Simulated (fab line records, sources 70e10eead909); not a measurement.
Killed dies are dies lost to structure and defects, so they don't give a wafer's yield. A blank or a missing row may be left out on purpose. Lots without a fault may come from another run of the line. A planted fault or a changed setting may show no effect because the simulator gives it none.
Chamber matching | flow nand_harc | NHARC_A_STAIRCASE_ALD_415 on ald_hk-03: 4 sister chambers
The step deposits SiO2, target thk 30 nm, pulse time 6 s, ald cycles 300. 14 wafers are shown with their chamber, then 7 later ones without.

WAFERS WITH THEIR CHAMBER
wafer  | chamber | heater_power_w (W) | precursor_pulse_height_rel
L181.3 | 2       | 511                | 1.023
L181.4 | 0       | 442                | 0.993
L181.5 | 1       | 444                | 1.018
L183.1 | 3       | 466                | 1.011
L183.2 | 2       | 508                | 0.983
L183.4 | 0       | 449                | 0.964
L185.1 | 1       | 437                | 1.003
L185.2 | 3       | 444                | 0.974
L185.5 | 2       | 496                | 1.001
L186.2 | 0       | 439                | 0.982
L186.3 | 1       | 438                | 1.042
L186.4 | 3       | 455                | 0.993
L200.1 | 0       | 484                | 1.020
L200.3 | 3       | 462                | 1.019

SIGNATURES (means of the wafers above)
reading                    | chamber 0 | chamber 1 | chamber 2 | chamber 3 | scatter within a chamber
heater_power_w             | 453.50    | 439.67    | 505.00    | 456.75    | 13.1
precursor_pulse_height_rel | 0.98975   | 1.02100   | 1.00233   | 0.99925   | 0.021
Rule: a wafer's distance from a chamber is the root of the sum, over the readings, of the square of ((its reading less the chamber's mean) divided by the reading's scatter). The wafer belongs to the nearest chamber; if the next one is less than 2 further off, it can't be placed. The scatter: the root of (the sum of the squares of (reading less its chamber's mean) over the shown wafers, divided by (wafers less chambers)).

WAFERS WITHOUT THEIR CHAMBER
wafer  | heater_power_w (W) | precursor_pulse_height_rel
L200.6 | 423                | 1.004
L199.4 | 471                | 0.978
L199.5 | 433                | 0.991
L199.6 | 536                | 0.972
L201.3 | 438                | 1.015
L201.4 | 464                | 1.034
L201.5 | 551                | 0.993

WHICH CHAMBER EACH WENT THROUGH
wafer  | from the rows above               | in truth
L200.6 | can't be placed: 1 or 0 or 3      | 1
L199.4 | can't be placed: 0 or 3 or 2 or 1 | 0
L199.5 | can't be placed: 1 or 0 or 3      | 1
L199.6 | 2                                 | 2
L201.3 | can't be placed: 1 or 3 or 0      | 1
L201.4 | can't be placed: 3 or 1 or 0 or 2 | 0
L201.5 | 2                                 | 2
Placed correctly: 2 of 7. Can't be placed from these rows: 5 (the true chamber is among the candidates in 5). Placed wrongly: 0.
